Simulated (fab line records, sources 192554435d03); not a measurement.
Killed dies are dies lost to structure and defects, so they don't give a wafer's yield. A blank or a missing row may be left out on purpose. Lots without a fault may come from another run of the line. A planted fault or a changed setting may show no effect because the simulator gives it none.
Chamber matching | flow n5_finfet | N5_BEOL_M13_ETCH_67 on rie_diel-03: 4 sister chambers
The step etches SiARC in CF4, target depth 143 nm, time 238.3 s. 20 wafers are shown with their chamber, then 10 later ones without.

WAFERS WITH THEIR CHAMBER
wafer  | chamber | drypump_motor_current_A (A) | throttle_valve_pct (%) | etch_rf_on_time_s (s)
L077.2 | 3       | 6.5                         | 15.8                   | 246
L077.3 | 0       | 5.2                         | 15.6                   | 221
L077.6 | 2       | 6.0                         | 15.4                   | 239
L081.1 | 3       | 6.4                         | 15.8                   | 248
L081.2 | 0       | 5.2                         | 15.6                   | 225
L081.6 | 0       | 5.2                         | 15.6                   | 224
L083.1 | 3       | 6.5                         | 15.8                   | 248
L083.2 | 0       | 5.2                         | 15.7                   | 221
L083.5 | 1       | 5.9                         | 15.2                   | 235
L085.2 | 2       | 5.9                         | 14.9                   | 231
L085.3 | 3       | 6.4                         | 15.8                   | 242
L085.6 | 2       | 5.9                         | 14.9                   | 234
L089.1 | 1       | 5.9                         | 15.2                   | 237
L089.2 | 0       | 5.3                         | 15.7                   | 224
L089.5 | 2       | 5.9                         | 14.9                   | 236
L091.3 | 0       | 5.3                         | 15.7                   | 223
L091.4 | 1       | 5.9                         | 15.2                   | 235
L091.6 | 1       | 5.9                         | 15.2                   | 237
L090.2 | 0       | 5.2                         | 15.7                   | 226
L090.3 | 3       | 6.4                         | 15.8                   | 250

SIGNATURES (means of the wafers above)
reading                 | chamber 0 | chamber 1 | chamber 2 | chamber 3 | scatter within a chamber
drypump_motor_current_A | 5.229     | 5.900     | 5.925     | 6.440     | 0.046
throttle_valve_pct      | 15.657    | 15.200    | 15.025    | 15.800    | 0.113
etch_rf_on_time_s       | 223.43    | 236.00    | 235.00    | 246.80    | 2.46
Rule: a wafer's distance from a chamber is the root of the sum, over the readings, of the square of ((its reading less the chamber's mean) divided by the reading's scatter). The wafer belongs to the nearest chamber; if the next one is less than 2 further off, it can't be placed. The scatter: the root of (the sum of the squares of (reading less its chamber's mean) over the shown wafers, divided by (wafers less chambers)).

WAFERS WITHOUT THEIR CHAMBER
wafer  | drypump_motor_current_A (A) | throttle_valve_pct (%) | etch_rf_on_time_s (s)
L090.6 | 6.0                         | 14.9                   | 236
L088.1 | 6.5                         | 15.8                   | 248
L088.5 | 6.4                         | 15.8                   | 247
L088.6 | 6.0                         | 14.9                   | 236
L093.1 | 5.2                         | 15.7                   | 220
L093.3 | 5.9                         | 14.9                   | 234
L093.6 | 5.9                         | 15.2                   | 232
L095.1 | 5.9                         | 15.2                   | 233
L095.3 | 5.2                         | 15.7                   | 221
L095.6 | 5.3                         | 15.7                   | 224

WHICH CHAMBER EACH WENT THROUGH
wafer  | from the rows above     | in truth
L090.6 | can't be placed: 2 or 1 | 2
L088.1 | 3                       | 3
L088.5 | 3                       | 3
L088.6 | can't be placed: 2 or 1 | 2
L093.1 | 0                       | 0
L093.3 | can't be placed: 2 or 1 | 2
L093.6 | can't be placed: 1 or 2 | 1
L095.1 | can't be placed: 1 or 2 | 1
L095.3 | 0                       | 0
L095.6 | 0                       | 0
Placed correctly: 5 of 10. Can't be placed from these rows: 5 (the true chamber is among the candidates in 5). Placed wrongly: 0.
